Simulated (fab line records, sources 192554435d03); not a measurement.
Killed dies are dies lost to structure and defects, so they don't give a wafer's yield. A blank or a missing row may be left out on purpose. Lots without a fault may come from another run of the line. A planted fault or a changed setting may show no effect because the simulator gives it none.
Which tool did it? | flow n5_finfet | 10 lots, 26 wafers sampled, at 5 steps of a route of 1938

WHAT THE GAUGES READ, wafer by wafer
N5_HKMG_FIN_INSPECT_14: inspects for defects (macro).
lot  | measured    | on                | raw_defect_count
L551 | day 4 11:37 | defect_inspect-01 | 3 1
L552 | day 4 18:06 | defect_inspect-02 | 3 2
L553 | day 4 23:22 | defect_inspect-01 | 2 5
L557 | day 5 23:19 | defect_inspect-01 | 7 2
L564 | day 7 16:11 | defect_inspect-02 | 17 20 22
L565 | day 7 21:07 | defect_inspect-02 | 17 27 14
L566 | day 8 02:09 | defect_inspect-01 | 19 22 17
L571 | day 9 10:01 | defect_inspect-02 | 2 1 2
L572 | day 9 17:38 | defect_inspect-01 | 2 1 3
L573 | day 9 20:02 | defect_inspect-01 | 1 1 2

WHICH TOOL RAN EACH LOT (tool, then ch and the chambers of the sampled wafers, then the start)
lot  | N5_HKMG_FIN_HK_ANNEAL_02        | N5_HKMG_FIN_ETCH_54               | N5_HKMG_FIN_STRIP_60                | N5_HKMG_FIN_CVD_62
L551 | rtp_anneal-02 ch 0, day 4 07:28 | rie_diel-05 ch 1,2, day 4 08:19   | plasma_asher-01 ch 0,1, day 4 09:09 | thermal_cvd_si-01 ch 1,2, day 4 10:00
L552 | rtp_anneal-02 ch 0, day 4 13:55 | rie_diel-04 ch 1,3, day 4 14:38   | plasma_asher-01 ch 0, day 4 15:29   | thermal_cvd_si-02 ch 0, day 4 16:29
L553 | rtp_anneal-01 ch 0, day 4 19:07 | rie_diel-06 ch 0,1, day 4 19:58   | plasma_asher-02 ch 0,1, day 4 20:48 | thermal_cvd_si-01 ch 1,2, day 4 21:39
L557 | rtp_anneal-01 ch 0, day 5 19:11 | rie_diel-06 ch 0,3, day 5 20:08   | plasma_asher-02 ch 0, day 5 20:59   | thermal_cvd_si-01 ch 0, day 5 21:50
L564 | rtp_anneal-01 ch 0, day 7 12:03 | rie_diel-06 ch 1,2, day 7 12:58   | plasma_asher-02 ch 0,1, day 7 13:56 | thermal_cvd_si-01 ch 0,2, day 7 14:40
L565 | rtp_anneal-01 ch 0, day 7 17:02 | rie_diel-05 ch 1,2, day 7 17:48   | plasma_asher-02 ch 0,1, day 7 18:38 | thermal_cvd_si-02 ch 0,1,2, day 7 19:29
L566 | rtp_anneal-02 ch 0, day 7 22:11 | rie_diel-05 ch 0,1,2, day 7 22:54 | plasma_asher-02 ch 0,1, day 7 23:45 | thermal_cvd_si-01 ch 1,2, day 8 00:35
L571 | rtp_anneal-01 ch 0, day 9 05:32 | rie_diel-06 ch 0,1,3, day 9 06:26 | plasma_asher-01 ch 0,1, day 9 07:34 | thermal_cvd_si-02 ch 1,2, day 9 08:25
L572 | rtp_anneal-02 ch 0, day 9 12:37 | rie_diel-04 ch 1,2,3, day 9 13:52 | plasma_asher-01 ch 0,1, day 9 14:53 | thermal_cvd_si-01 ch 0,2, day 9 15:44
L573 | rtp_anneal-02 ch 0, day 9 15:41 | rie_diel-05 ch 0,1,3, day 9 16:44 | plasma_asher-01 ch 0,1, day 9 17:35 | thermal_cvd_si-02 ch 0,1,2, day 9 18:26
- N5_HKMG_FIN_HK_ANNEAL_02: time 30 s.
- N5_HKMG_FIN_ETCH_54: etches SiARC in CF4, target depth 45.5 nm, time 75.8 s.
- N5_HKMG_FIN_STRIP_60: strips in N2/H2, time 360 s.
- N5_HKMG_FIN_CVD_62: deposits a-Si from Si2H6, target thk 3 nm, time 20.8 s.

THE ANSWER, worked out from the rows above alone
Rule: what is usual is taken from the lots themselves. Put in order of their means at a reading, lots are off if they are a third of the lots or fewer, leave a main group of 4 or more, and stand apart from it by a gap of 3 or more times the standard deviation of the main group's means; of several such gaps the widest counts. A main group whose means are all the same, to the digits that the tables above print for the reading, isn't used. A lot without any number at a reading at which 4 lots or more have one is off too. The other lots that the step has rows for count as sound.
Off: L564, L565, L566, at N5_HKMG_FIN_INSPECT_14 (raw_defect_count). The main group: mean 2.5, standard deviation 1.
A tool fits if, at a process step before that reading, it ran every lot that is off, and no sound lot after the first of them. The gauges at N5_HKMG_FIN_INSPECT_14 are tried like those tools. One fits: plasma_asher-02 at N5_HKMG_FIN_STRIP_60. Its last sound lot is L557 (day 5 20:59), its first lot that is off L564 (day 7 13:56): a fault that began between those two fits.

WHAT THE SIMULATOR HAD PUT IN
Skipped step whole: plasma_asher-02, from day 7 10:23 on, at N5_HKMG_FIN_STRIP_60. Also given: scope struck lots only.
Lots struck among those shown: L564, L565, L566. The rule above found the same.
